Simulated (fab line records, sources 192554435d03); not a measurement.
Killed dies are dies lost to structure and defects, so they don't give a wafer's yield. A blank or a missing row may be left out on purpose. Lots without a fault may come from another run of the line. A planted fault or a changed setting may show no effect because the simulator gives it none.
Split-lot experiment | flow n5_finfet | 7 lots, 21 wafers read, on a route of 1938 steps

THE SPLIT
At N5_HKMG_FIN_COAT_85 (time 60 s, resist thk 300 nm), the setting spin_rpm was moved away from the recipe's 1500 rpm on 10 of the 21 wafers read, by -9.3% to +11.1%. The other wafers ran this setting at the recipe's value.

The reading is taken at the split's own step.

THE READING
SOC_of_HKMG_FIN_COAT_85.thk_nm (the simulator's own value, which no gauge read), in nm, at N5_HKMG_FIN_COAT_85 (time 60 s, resist thk 300 nm). The file gives no usual value for it. The 11 wafers here that ran the recipe average 300.3 nm, standard deviation 0.51 nm.

wafer  | tool, chamber at the split | spin_rpm as run, rpm | against the recipe | SOC_of_HKMG_FIN_COAT_85.thk_nm, nm | against lot-mates on the recipe
L076.1 | litho_track-04, 0          | 1500                 | recipe             | 301                                | -
L076.3 | litho_track-04, 0          | 1500                 | recipe             | 300.8                              | -
L076.5 | litho_track-04, 0          | 1500                 | recipe             | 300.6                              | -
L080.1 | litho_track-04, 0          | 1500                 | recipe             | 300.2                              | -
L080.3 | litho_track-04, 0          | 1360                 | -9.3%              | 315.2                              | +14.7
L080.6 | litho_track-04, 0          | 1500                 | recipe             | 300.8                              | -
L081.3 | litho_track-05, 0          | 1403                 | -6.5%              | 310                                | +10.2
L081.4 | litho_track-05, 0          | 1500                 | recipe             | 299.8                              | -
L081.6 | litho_track-05, 0          | 1403                 | -6.5%              | 310.2                              | +10.4
L083.2 | litho_track-03, 0          | 1667                 | +11.1%             | 285.6                              | -14.8
L083.4 | litho_track-03, 0          | 1500                 | recipe             | 299.8                              | -
L083.5 | litho_track-03, 0          | 1500                 | recipe             | 301                                | -
L095.1 | litho_track-05, 0          | 1500                 | recipe             | 300                                | -
L095.3 | litho_track-05, 0          | 1500                 | recipe             | 299.8                              | -
L095.4 | litho_track-05, 0          | 1500                 | recipe             | 299.6                              | -
L096.2 | litho_track-04, 0          | 1620                 | +8.0%              | 288                                | no lot-mate on the recipe
L096.4 | litho_track-04, 0          | 1620                 | +8.0%              | 287.4                              | no lot-mate on the recipe
L096.6 | litho_track-04, 0          | 1620                 | +8.0%              | 287.4                              | no lot-mate on the recipe
L097.1 | litho_track-05, 0          | 1454                 | -3.1%              | 303.8                              | no lot-mate on the recipe
L097.3 | litho_track-05, 0          | 1454                 | -3.1%              | 304.4                              | no lot-mate on the recipe
L097.6 | litho_track-05, 0          | 1454                 | -3.1%              | 303.4                              | no lot-mate on the recipe

THE FIT
A straight line over all 21 wafers: SOC_of_HKMG_FIN_COAT_85.thk_nm changes by -1.49 nm for each +1% of spin_rpm; r = -0.99; the points scatter about the line by 0.82 nm.
The same after taking each lot's own level away (the mean of its wafers on the recipe; 15 wafers): -1.47 nm for each +1%; r = -1.00; scatter 0.6 nm.
On that fit, the largest move of spin_rpm shifts the reading by 16 nm.
The lots' own levels span 299.80 to 300.80 nm, that is 1.9 times the standard deviation above.
So the lot-to-lot level changes the slope little: the two slopes agree.
Check: with one of the wafers moved furthest among these (+11.1%) left out of the fit, the line predicts -17.6 nm for it against its lot-mates. It came out at -14.8 nm against them.

OTHER SPLITS ON THESE WAFERS
These wafers also went through other splits before the reading. Each is held against what the fit with the lots' levels taken away leaves over:
other split on the same wafers | wafers away from the commonest value | r with SOC_of_HKMG_FIN_COAT_85.thk_nm (lot level and that fit taken away)
N5_SD_EPI_N_EXPOSE_06 dose_mj  | 9                                    | -0.02
N5_SD_EPI_N_DESCUM_14 time_s   | 6                                    | -0.13
N5_HKMG_FIN_ETCH_55 time_s     | 5                                    | -0.40
N5_HKMG_FIN_CVD_62 temp_c      | 5                                    | +0.06

THE FILE'S OWN FIT
SOC_of_HKMG_FIN_COAT_85.thk_nm changes by -1.46 nm for each +1% of spin_rpm, r = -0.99.
